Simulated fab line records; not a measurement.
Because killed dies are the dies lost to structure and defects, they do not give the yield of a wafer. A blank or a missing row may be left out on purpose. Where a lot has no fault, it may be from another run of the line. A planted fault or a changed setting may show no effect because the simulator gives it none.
fab line records	flow nand_harc	part 1 of 2: steps 1 to 25 of 38
[record] lots = 5	wafers = 15	last_day = 33
route steps=1302 shown P_BONDPAD@356 A_START@389 A_ZERO_WELL@390
lots that met no fault: from a run of the same line without faults
start_h: the number of hours between the record's first day and the start of the first shown wafer of the lot	wait_h: how many hours have passed since the lot's step before this one	" as in the row above	L1.1+2: a row that stands for several wafers	- no value, or no start given	* or withheld: withheld	< > ~ a bound
route shown NAME@n: a module of which the file shows steps, and the number in the route of the first	usual: average and standard deviation across the fault-free wafers	same: alike in all rows	chamber/n: place in a boat	sites: the reading at each site	_std_site: how widely they spread, as a standard deviation	_edge_site: outer sites' mean less inner sites'	radius_mm: how far each site lies from the wafer's centre	mask NAME#n: copy n	behind: tool/chamber where the wafer was last shaped	hold: the reason the lot was held/the length of the hold in hours/how it ended	device: the n, p or np transistor that did not switch	end of line: the route-end tests of the same wafers	a step with no rows: only its recipe	killed: dies lost to structure and defects at the first sort, not the wafer's yield	map: a wafer's dies, marking killed ones x, the rest . and places with no die _
set.NAME: the setting that was run; set.NAME@STEP: the one run at that earlier step	model.NAME: the simulator's own value behind a step, which no gauge read
lots at selected steps of the route; one table per step, one row per wafer
services: from which hour (start_h, from the record's first day; less than 0 if before it) a tool's chamber was out of use, for how many hours, and why
[[steps]]
[step NHARC_P_BONDPAD_HMDS_02]
[recipe] time_s = 30
lot.wafer	tool	chamber	start_h	wait_h
L076.1+5+6	litho_track-03	0	-	-
L084.1+4+6	litho_track-05	0	-	-
L086.4+5+6	litho_track-03	0	-	-
L093.2+3+4	litho_track-03	0	-	-
L096.2+4+5	litho_track-02	0	-	-
[step NHARC_P_BONDPAD_COAT_36]
[recipe] temp_c = 200	time_s = 65
lot.wafer	tool	chamber	start_h	wait_h
L076.1+5+6	litho_track-03	0	-	-
L084.1+4+6	litho_track-05	0	-	-
L086.4+5+6	litho_track-03	0	-	-
L093.2+3+4	litho_track-03	0	-	-
L096.2+4+5	litho_track-02	0	-	-
[step NHARC_P_BONDPAD_COAT_03]
[recipe] spin_rpm = 2000	resist_thk_nm = 600
lot.wafer	tool	chamber	start_h	wait_h
L076.1+5+6	litho_track-03	0	-	-
L084.1+4+6	litho_track-05	0	-	-
L086.4+5+6	litho_track-03	0	-	-
L093.2+3+4	litho_track-03	0	-	-
L096.2+4+5	litho_track-02	0	-	-
[step NHARC_P_BONDPAD_SOFTBAKE_04]
[recipe] temp_c = 125	time_s = 70
lot.wafer	tool	chamber	start_h	wait_h
L076.1+5+6	litho_track-03	0	-	-
L084.1+4+6	litho_track-05	0	-	-
L086.4+5+6	litho_track-03	0	-	-
L093.2+3+4	litho_track-03	0	-	-
L096.2+4+5	litho_track-02	0	-	-
[step NHARC_P_BONDPAD_EBR_05]
lot.wafer	tool	chamber	start_h	wait_h
L076.1+5+6	litho_track-03	0	-	-
L084.1+4+6	litho_track-05	0	-	-
L086.4+5+6	litho_track-03	0	-	-
L093.2+3+4	litho_track-03	0	-	-
L096.2+4+5	litho_track-02	0	-	-
[step NHARC_P_BONDPAD_EXPOSE_06]
[recipe] na = 0.55	dose_mj = 37.06	mask_id = P_BPAD
[usual] reticle_temp_C = 22.96/0.12
lot.wafer	tool	chamber	start_h	wait_h	mask	reticle_temp_C
L076.1	krf_scanner-02	0	151.92	-	P_BPAD#0	22.89
L076.5	"	0	"	"	P_BPAD#0	22.87
L076.6	"	0	"	"	P_BPAD#0	23.00
L084.1	krf_scanner-04	0	239.73	-	P_BPAD#0	23.08
L084.4	"	0	"	"	P_BPAD#0	23.03
L084.6	"	0	"	"	P_BPAD#0	23.08
L086.4	krf_scanner-02	0	253.97	-	P_BPAD#0	22.91
L086.5	"	0	"	"	P_BPAD#0	22.97
L086.6	"	0	"	"	P_BPAD#0	23.02
L093.2	krf_scanner-04	0	331.43	-	P_BPAD#0	23.01
L093.3	"	0	"	"	P_BPAD#0	23.01
L093.4	"	0	"	"	P_BPAD#0	22.94
L096.2	krf_scanner-01	0	352.35	-	P_BPAD#0	22.72
L096.4	"	0	"	"	P_BPAD#0	22.80
L096.5	"	0	"	"	P_BPAD#0	22.92
[step NHARC_P_BONDPAD_PEB_07]
[recipe] peb_temp_c = 128	peb_time_s = 80
lot.wafer	tool	chamber	start_h	wait_h
L076.1+5+6	litho_track-02	0	151.98	0.1
L084.1+4+6	litho_track-03	0	239.80	0.1
L086.4+5+6	litho_track-05	0	254.02	0.0
L093.2+3+4	litho_track-05	0	331.49	0.1
L096.2+4+5	litho_track-05	0	352.41	0.1
[step NHARC_P_BONDPAD_DEVELOP_08]
[recipe] time_s = 50	dev_temp_c = 22
lot.wafer	tool	chamber	start_h	wait_h
L076.1+5+6	litho_track-02	0	-	-
L084.1+4+6	litho_track-03	0	-	-
L086.4+5+6	litho_track-05	0	-	-
L093.2+3+4	litho_track-05	0	-	-
L096.2+4+5	litho_track-05	0	-	-
[step NHARC_P_BONDPAD_CD_MEAS_09]
[recipe] target_cd_nm = 500	landing_energy_ev = 500
[usual] cd_nm = 499.6/1.2
lot.wafer	tool	chamber	start_h	wait_h	cd_nm
L076.1	cd_sem-01	0	152.07	-	500.5
L076.5	"	0	"	"	499.7
L076.6	"	0	"	"	500.9
L084.1	cd_sem-01	0	239.89	-	498.5
L084.4	"	0	"	"	500.8
L084.6	"	0	"	"	498.4
L086.4	cd_sem-02	0	254.11	-	499.8
L086.5	"	0	"	"	498.7
L086.6	"	0	"	"	499.2
L093.2	cd_sem-03	0	331.58	-	497.9
L093.3	"	0	"	"	497.5
L093.4	"	0	"	"	499.0
L096.2	cd_sem-01	0	352.49	-	499.1
L096.4	"	0	"	"	498.9
L096.5	"	0	"	"	497.6
[step NHARC_P_BONDPAD_OVL_MEAS_38]
[usual] overlay_x_nm = 0/5.8	overlay_y_nm = 0/4.5
lot.wafer	tool	chamber	start_h	wait_h	overlay_x_nm	overlay_y_nm
L076.1	overlay-01	-	152.16	-	4	4
L076.5	"	-	"	"	5	3
L076.6	"	-	"	"	5	3
L084.1	overlay-01	-	239.97	-	-10	10
L084.4	"	-	"	"	-11	10
L084.6	"	-	"	"	-10	10
L086.4	overlay-02	-	254.19	-	1	-7
L086.5	"	-	"	"	2	-6
L086.6	"	-	"	"	2	-6
L093.2	overlay-02	-	331.67	-	-10	6
L093.3	"	-	"	"	-10	7
L093.4	"	-	"	"	-10	7
L096.2	overlay-01	-	352.58	-	-3	2
L096.4	"	-	"	"	-3	3
L096.5	"	-	"	"	-3	2
[step NHARC_P_BONDPAD_HARDBAKE_10]
[recipe] temp_c = 118	time_s = 65
lot.wafer	tool	chamber	start_h	wait_h
L076.1+5+6	litho_track-05	0	152.21	0.0
L084.1+4+6	litho_track-03	0	240.02	0.0
L086.4+5+6	litho_track-03	0	254.25	0.1
L093.2+3+4	litho_track-03	0	331.71	0.0
L096.2+4+5	litho_track-05	0	352.63	0.0
[step NHARC_P_BONDPAD_DESCUM_11]
[recipe] time_s = 3	o2_flow_sccm = 200	ar_flow_sccm = 0	bias_power_w = 0	chemistry = O2
[usual] drypump_motor_current_A = 5.6/0.45	oes_product_au = 1.000/0.0071	rf_vpp_V = 57.6/0.93	showerhead_plenum_p_Torr = 1.88/0.063	throttle_valve_pct = 11.312/0.0096
[same] bias_power_w = 0
lot.wafer	tool	chamber	start_h	wait_h	drypump_motor_current_A	oes_product_au	rf_hours_counter_h	rf_vpp_V	showerhead_plenum_p_Torr	throttle_valve_pct
L076.1	rie_diel-11	0	152.30	-	6.6	1.000	4.5	58.1	1.96	11.299
L076.6	"	2	"	"	5.4	1.000	-	58.8	1.79	11.288
L076.5	"	3	"	"	4.9	1.009	-	57.7	1.93	11.309
L084.4	rie_diel-11	3	240.11	-	4.8	0.986	8.2	59.0	1.93	11.305
L084.1	"	0	"	"	6.5	0.992	9.4	59.2	1.96	11.308
L084.6	"	2	"	"	5.4	0.996	-	57.7	1.79	11.330
L086.4	rie_diel-08	1	254.34	-	5.7	1.009	1.7	56.7	1.92	11.318
L086.6	"	2	"	"	5.3	1.003	-	59.0	1.79	11.297
L086.5	"	3	"	"	5.7	1.010	-	57.4	1.86	11.298
L093.2	rie_diel-04	2	331.79	-	5.4	0.996	7.3	58.2	1.92	11.325
L093.3	"	3	"	"	5.5	1.003	8.2	58.3	1.97	11.323
L093.4	"	1	"	"	5.8	0.994	8.5	57.6	1.99	11.322
L096.4	rie_diel-11	0	352.71	-	6.6	1.006	6.0	57.1	1.96	11.319
L096.2	"	1	"	"	5.3	1.013	6.5	56.6	1.84	11.327
L096.5	"	3	"	"	4.9	1.002	-	58.1	1.93	11.313
[step NHARC_P_BONDPAD_ETCH_37]
[recipe] target_depth_a = 600	overetch_a = 180	time_s = 65.91	ion_energy_ev = 200	n2_flow_sccm = 150	h2_flow_sccm = 150	ar_flow_sccm = 0	rf_w = 400	bias_w = 150	chemistry = N2/H2
[usual] drypump_motor_current_A = 5.6/0.42	n2_flow_sccm = 150.0/0.43	oes_product_au = 0.999/0.0081	rf_vpp_V = 429.4/2.1	showerhead_plenum_p_Torr = 2.00/0.071	throttle_valve_pct = 14.171/0.0093
lot.wafer	tool	chamber	start_h	wait_h	drypump_motor_current_A	n2_flow_sccm	oes_product_au	rf_hours_counter_h	rf_vpp_V	showerhead_plenum_p_Torr	throttle_valve_pct
L076.1	rie_diel-11	3	152.37	0.1	4.9	149.3	1.002	4.1	431.2	2.06	14.182
L076.6	"	2	"	"	5.4	150.1	0.992	-	426.3	1.90	14.167
L076.5	"	3	"	"	4.9	149.2	0.987	-	431.1	2.06	14.165
L084.4	rie_diel-11	0	240.19	0.1	6.5	150.1	0.990	9.4	431.8	2.09	14.162
L084.1	"	2	"	"	5.4	150.4	0.995	9.1	426.5	1.90	14.171
L084.6	"	0	"	"	6.5	149.9	0.992	-	432.1	2.09	14.155
L086.4	rie_diel-08	2	254.41	0.1	5.3	149.7	0.992	2.0	424.6	1.90	14.171
L086.5	"	1	"	"	5.8	150.3	0.996	-	430.6	2.05	14.172
L086.6	"	2	"	"	5.3	148.9	0.984	-	427.7	1.90	14.150
L093.4	rie_diel-04	2	331.87	0.1	5.4	150.5	1.002	7.3	431.6	2.05	14.173
L093.3	"	3	"	"	5.5	150.8	0.993	8.2	431.9	2.10	14.165
L093.2	"	0	"	"	5.8	149.8	0.998	9.3	429.0	2.02	14.172
L096.4	rie_diel-11	2	352.79	0.1	5.4	150.2	1.004	6.4	426.9	1.90	14.172
L096.2	"	3	"	"	4.9	149.8	1.012	5.9	430.7	2.06	14.164
L096.5	"	3	"	"	4.8	150.2	1.015	-	429.6	2.06	14.168
[step NHARC_P_BONDPAD_ETCH_12]
[recipe] target_depth_a = 2000	time_s = 100	chf3_flow_sccm = 50	o2_flow_sccm = 10	ar_flow_sccm = 200	rf_w = 500	bias_w = 200	chemistry = CHF3/O2
[usual] drypump_motor_current_A = 5.7/0.44	oes_product_au = 0.940/0.021	rf_vpp_V = 369.7/1.9	showerhead_plenum_p_Torr = 2.36/0.076	throttle_valve_pct = 20.573/0.0089
lot.wafer	tool	chamber	start_h	wait_h	drypump_motor_current_A	oes_product_au	rf_hours_counter_h	rf_vpp_V	showerhead_plenum_p_Torr	throttle_valve_pct
L076.1	rie_diel-11	0	-	-	6.5	0.979	4.6	373.3	2.46	20.569
L076.5	"	1	"	"	5.3	0.992	-	369.0	2.31	20.587
L076.6	"	2	"	"	5.4	0.968	-	366.8	2.25	20.584
L084.4	rie_diel-11	2	-	-	5.4	0.955	9.1	367.4	2.25	20.581
L084.1	"	3	"	"	4.9	0.964	8.2	372.1	2.42	20.573
L084.6	"	1	"	"	5.3	0.954	-	367.7	2.31	20.581
L086.4	rie_diel-08	0	-	-	6.2	0.923	1.7	370.6	2.41	20.569
L086.5	"	3	"	"	5.7	0.931	-	369.8	2.34	20.555
L086.6	"	0	"	"	6.2	0.921	-	370.2	2.41	20.571
L093.2	rie_diel-04	1	-	-	5.8	0.917	8.6	372.0	2.49	20.578
L093.4	"	2	"	"	5.4	0.928	7.4	372.1	2.42	20.557
L093.3	"	3	"	"	5.5	0.925	8.2	373.4	2.47	20.586
L096.4	rie_diel-11	0	-	-	6.6	0.925	6.1	370.7	2.45	20.567
L096.2	"	1	"	"	5.3	0.927	6.6	367.9	2.31	20.573
L096.5	"	0	"	"	6.5	0.940	-	371.7	2.45	20.568
[step NHARC_P_BONDPAD_CD_MEAS_13]
[usual] cd_nm = 498.9/1.3
lot.wafer	tool	chamber	start_h	wait_h	cd_nm
L076.1	cd_sem-01	-	152.60	-	500.6
L076.5	"	-	"	"	498.8
L076.6	"	-	"	"	500.4
L084.1	cd_sem-01	-	240.41	-	497.4
L084.4	"	-	"	"	499.6
L084.6	"	-	"	"	496.8
L086.4	cd_sem-02	-	254.64	-	497.8
L086.5	"	-	"	"	496.9
L086.6	"	-	"	"	497.9
L093.2	cd_sem-02	-	332.11	-	497.8
L093.3	"	-	"	"	497.3
L093.4	"	-	"	"	498.8
L096.2	cd_sem-03	-	353.02	-	498.2
L096.4	"	-	"	"	498.7
L096.5	"	-	"	"	496.0
[step NHARC_P_BONDPAD_STRIP_15]
[recipe] o2_flow_sccm = 500	ar_flow_sccm = 0	bias_w = 0	chemistry = O2
[usual] drypump_motor_current_A = 5.6/0.55	oes_product_au = 0.999/0.0064	rf_vpp_V = 57.7/0.89	showerhead_plenum_p_Torr = 3.49/0.11	throttle_valve_pct = 17.036/0.0088
lot.wafer	tool	chamber	start_h	wait_h	drypump_motor_current_A	oes_product_au	rf_hours_counter_h	rf_vpp_V	showerhead_plenum_p_Torr	throttle_valve_pct
L076.1	rie_diel-11	2	152.72	0.1	5.4	1.001	3.9	57.2	3.31	17.023
L076.5	"	3	"	"	4.9	0.998	-	57.4	3.56	17.036
L076.6	"	0	"	"	6.6	1.003	-	57.6	3.61	17.050
L084.1	rie_diel-04	3	240.50	0.1	5.5	1.000	2.9	60.3	3.63	17.039
L084.4	"	0	"	"	5.8	1.001	4.1	58.1	3.50	17.050
L084.6	"	2	"	"	5.4	0.997	-	58.4	3.55	17.040
L086.4	rie_diel-11	3	254.74	0.1	4.9	1.001	9.0	59.0	3.56	17.033
L086.6	"	1	"	"	5.3	0.987	-	57.2	3.40	17.039
L086.5	"	2	"	"	5.5	0.995	-	57.6	3.31	17.058
L093.2	rie_diel-11	3	332.19	0.1	4.9	1.007	4.5	59.4	3.56	17.032
L093.3	"	0	"	"	6.5	1.004	5.0	56.7	3.60	17.044
L093.4	"	1	"	"	5.3	0.995	5.4	57.9	3.40	17.043
L096.2	rie_diel-08	1	353.09	0.1	5.8	1.002	4.5	56.8	3.54	17.029
L096.4	"	0	"	"	6.2	1.000	5.1	57.9	3.54	17.030
L096.5	"	1	"	"	5.8	1.003	-	57.3	3.54	17.041
[step NHARC_P_BONDPAD_ETCH_24]
[recipe] target_depth_a = 300	over_etch_frac = 0.3	time_s = 72.99	ion_energy_ev = 150	cf4_flow_sccm = 50	n2_flow_sccm = 100	ar_flow_sccm = 150	rf_w = 300	bias_w = 100	chemistry = CF4/N2
[usual] cf4_flow_sccm = 49.99/0.15	drypump_motor_current_A = 5.6/0.53	n2_flow_sccm = 100.01/0.27	oes_product_au = 0.999/0.0068	rf_vpp_V = 313.5/1.8	showerhead_plenum_p_Torr = 2.59/0.087	throttle_valve_pct = 19.796/0.0091
lot.wafer	tool	chamber	start_h	wait_h	cf4_flow_sccm	drypump_motor_current_A	n2_flow_sccm	oes_product_au	rf_hours_counter_h	rf_vpp_V	showerhead_plenum_p_Torr	throttle_valve_pct
L076.1	rie_diel-11	0	-	-	49.88	6.5	100.25	0.997	4.6	314.9	2.69	19.781
L076.5	"	2	"	"	50.14	5.4	100.06	0.989	-	309.9	2.46	19.794
L076.6	"	3	"	"	49.91	4.9	99.49	0.992	-	315.3	2.65	19.808
L084.4	rie_diel-04	0	-	-	50.24	5.8	99.96	1.003	4.1	314.0	2.61	19.783
L084.1	"	1	"	"	49.78	5.8	100.22	1.004	3.8	316.4	2.72	19.811
L084.6	"	3	"	"	50.11	5.5	100.15	1.010	-	316.2	2.70	19.798
L086.4	rie_diel-11	3	-	-	49.74	4.9	100.31	1.003	9.0	314.1	2.65	19.793
L086.6	"	3	"	"	49.69	4.9	100.34	0.998	-	314.7	2.65	19.788
L086.5	"	0	"	"	50.14	6.5	100.13	1.004	-	314.9	2.68	19.802
L093.2	rie_diel-11	1	-	-	49.84	5.3	100.18	1.000	5.4	312.0	2.53	19.801
L093.4	"	2	"	"	49.87	5.4	99.42	1.000	4.9	312.9	2.46	19.784
L093.3	"	0	"	"	49.98	6.6	99.85	1.001	5.0	314.3	2.68	19.788
L096.4	rie_diel-08	0	-	-	50.03	6.2	99.92	0.994	5.1	313.7	2.63	19.786
L096.2	"	2	"	"	50.22	5.2	100.20	1.009	4.7	310.9	2.46	19.789
L096.5	"	3	"	"	49.86	5.7	99.64	1.003	-	313.2	2.55	19.801
[step NHARC_P_BONDPAD_STRIP_16]
[recipe] time_s = 600	temp_c = 30	chemistry = post_etch_residue_remover
lot.wafer	tool	chamber	start_h	wait_h
L076.6+1+5	wet_bench-08	6,1,2	152.95	-
L084.1+4+6	wet_bench-08	7,1,3	240.77	-
L086.5+4+6	wet_bench-08	4,5,6	255.00	-
L093.2+4+3	wet_bench-10	5,6,2	332.46	-
L096.5+4+2	wet_bench-08	4,5,1	353.37	-
[step NHARC_P_BONDPAD_DEGAS_25]
[recipe] temp_c = 300	time_s = 60
[usual] heater_power_w = 450/46
lot.wafer	tool	chamber	start_h	wait_h	heater_power_w
L076.1	pvd_sputter-01	-	153.23	-	474
L076.5	"	-	"	"	479
L076.6	"	-	"	"	481
L084.4	pvd_sputter-03	-	241.05	-	517
L084.1	"	-	"	"	443
L084.6	"	-	"	"	533
L086.4	pvd_sputter-01	-	255.25	-	485
L086.5	"	-	"	"	477
L086.6	"	-	"	"	415
L093.4	pvd_sputter-01	-	332.73	-	481
L093.2	"	-	"	"	474
L093.3	"	-	"	"	429
L096.2	pvd_sputter-01	-	353.65	-	500
L096.4	"	-	"	"	414
L096.5	"	-	"	"	477
[step NHARC_P_BONDPAD_PRE_CLEAN_26]
[recipe] time_s = 30	temp_c = 280	gas = H2/He
[usual] heater_power_w = 397/42
lot.wafer	tool	chamber	start_h	wait_h	heater_power_w
L076.1	pvd_sputter-01	-	-	-	435
L076.6	"	-	"	"	416
L076.5	"	-	"	"	362
L084.1	pvd_sputter-03	-	-	-	379
L084.4	"	-	"	"	387
L084.6	"	-	"	"	346
L086.4	pvd_sputter-01	-	-	-	427
L086.5	"	-	"	"	377
L086.6	"	-	"	"	365
L093.2	pvd_sputter-01	-	-	-	362
L093.3	"	-	"	"	375
L093.4	"	-	"	"	432
L096.2	pvd_sputter-01	-	-	-	429
L096.4	"	-	"	"	372
L096.5	"	-	"	"	423
[step NHARC_P_BONDPAD_PVD_17]
[recipe] target_thk_a = 50	bias_v = 168.6	power_w = 15000	chamber_pressure_pa = 0.12	time_s = 8.06	substrate_temp_c = 50	material = TaN
[usual] cathode_dc_power_W = 15000/2.8	throttle_valve_pct = 29.9/1.2
lot.wafer	tool	chamber	start_h	wait_h	cathode_dc_power_W	throttle_valve_pct
L076.1	pvd_sputter-01	-	-	-	15003	28.3
L076.5	"	-	"	"	14996	29.6
L076.6	"	-	"	"	15004	31.0
L084.1	pvd_sputter-03	-	-	-	14999	30.7
L084.4	"	-	"	"	15001	30.2
L084.6	"	-	"	"	14999	30.5
L086.4	pvd_sputter-01	-	-	-	14997	29.0
L086.6	"	-	"	"	14995	28.3
L086.5	"	-	"	"	14997	29.1
L093.2	pvd_sputter-01	-	-	-	15001	31.3
L093.3	"	-	"	"	15005	27.9
L093.4	"	-	"	"	15002	28.7
L096.2	pvd_sputter-01	-	-	-	15005	31.1
L096.4	"	-	"	"	14998	28.0
L096.5	"	-	"	"	15001	29.8
[step NHARC_P_BONDPAD_PVD_27]
[recipe] target_thk_a = 300	chamber_pressure_pa = 5	power_w = 5000	substrate_temp_c = 30	time_s = 20.49	material = Cu
[usual] cathode_dc_power_W = 5000.0/0.78	throttle_valve_pct = 30.0/1.2
lot.wafer	tool	chamber	start_h	wait_h	cathode_dc_power_W	throttle_valve_pct
L076.1	pvd_sputter-01	-	-	-	4998.8	28.3
L076.6	"	-	"	"	5000.3	31.2
L076.5	"	-	"	"	4999.5	28.4
L084.1	pvd_sputter-03	-	-	-	4999.7	31.0
L084.4	"	-	"	"	4999.8	29.4
L084.6	"	-	"	"	5000.4	29.6
L086.4	pvd_sputter-01	-	-	-	4999.3	28.9
L086.5	"	-	"	"	4998.9	28.0
L086.6	"	-	"	"	4999.8	28.9
L093.3	pvd_sputter-01	-	-	-	5000.4	31.1
L093.2	"	-	"	"	4999.4	28.8
L093.4	"	-	"	"	4999.5	29.9
L096.4	pvd_sputter-01	-	-	-	5000.3	31.0
L096.2	"	-	"	"	4999.7	28.3
L096.5	"	-	"	"	4999.9	31.2
[step NHARC_P_BONDPAD_ECD_18]
[recipe] target_thk_a = 4000	bath_temp_c = 25	material = Cu
lot.wafer	tool	chamber	start_h	wait_h
L076.1+5+6	ecd_cu-01	1,0,1	153.63	-
L084.1+4+6	ecd_cu-02	0,1,1	241.42	-
L086.4+5+6	ecd_cu-02	0,1,0	255.76	-
L093.2+4+3	ecd_cu-01	0,1,0	333.14	-
L096.2+4+5	ecd_cu-01	1	354.08	-
[step NHARC_P_BONDPAD_ANNEAL_28]
[recipe] temp_c = 225	time_s = 90
[usual] wafer_temp_C_max = 226.4/0.5
lot.wafer	tool	chamber	start_h	wait_h	wafer_temp_C_max
L076.1	rtp_anneal-02	0	153.96	0.3	225.8
L076.5	"	0	"	"	226.1
L076.6	"	0	"	"	225.8
L084.1	rtp_anneal-01	0	241.81	0.3	226.7
L084.4	"	0	"	"	226.8
L084.6	"	0	"	"	226.7
L086.4	rtp_anneal-02	0	256.14	-	226.0
L086.5	"	0	"	"	226.1
L086.6	"	0	"	"	226.0
L093.2	rtp_anneal-01	0	333.64	0.5	227.2
L093.3	"	0	"	"	226.9
L093.4	"	0	"	"	226.5
L096.2	rtp_anneal-02	0	354.51	0.4	226.4
L096.4	"	0	"	"	226.0
L096.5	"	0	"	"	226.4
[step NHARC_P_BONDPAD_CMP_19]
[recipe] t_overpolish_s = 30	cu_recess_touch_s = 16	target_thk_nm = 160.81
[usual] motor_current_A = 12.5/0.99	overpolish_run_s = 29.999/0.0089
lot.wafer	tool	chamber	start_h	wait_h	motor_current_A	overpolish_run_s
L076.1	cmp-04	0	154.31	-	11.1	30.002
L076.6	"	0	"	"	10.8	29.980
L076.5	"	1	"	"	12.8	29.998
L084.4	cmp-04	0	242.15	-	11.1	30.001
L084.1	"	3	"	"	14.2	30.014
L084.6	"	0	"	"	10.8	30.009
L086.4	cmp-04	2	256.37	-	13.2	29.981
L086.5	"	1	"	"	12.5	29.992
L086.6	"	2	"	"	12.4	29.999
L093.4	cmp-04	1	333.93	-	13.1	29.999
L093.2	"	2	"	"	13.1	30.015
L093.3	"	3	"	"	14.7	29.997
L096.2	cmp-04	1	354.80	-	12.5	30.011
L096.4	"	3	"	"	14.1	29.994
L096.5	"	1	"	"	12.7	29.999
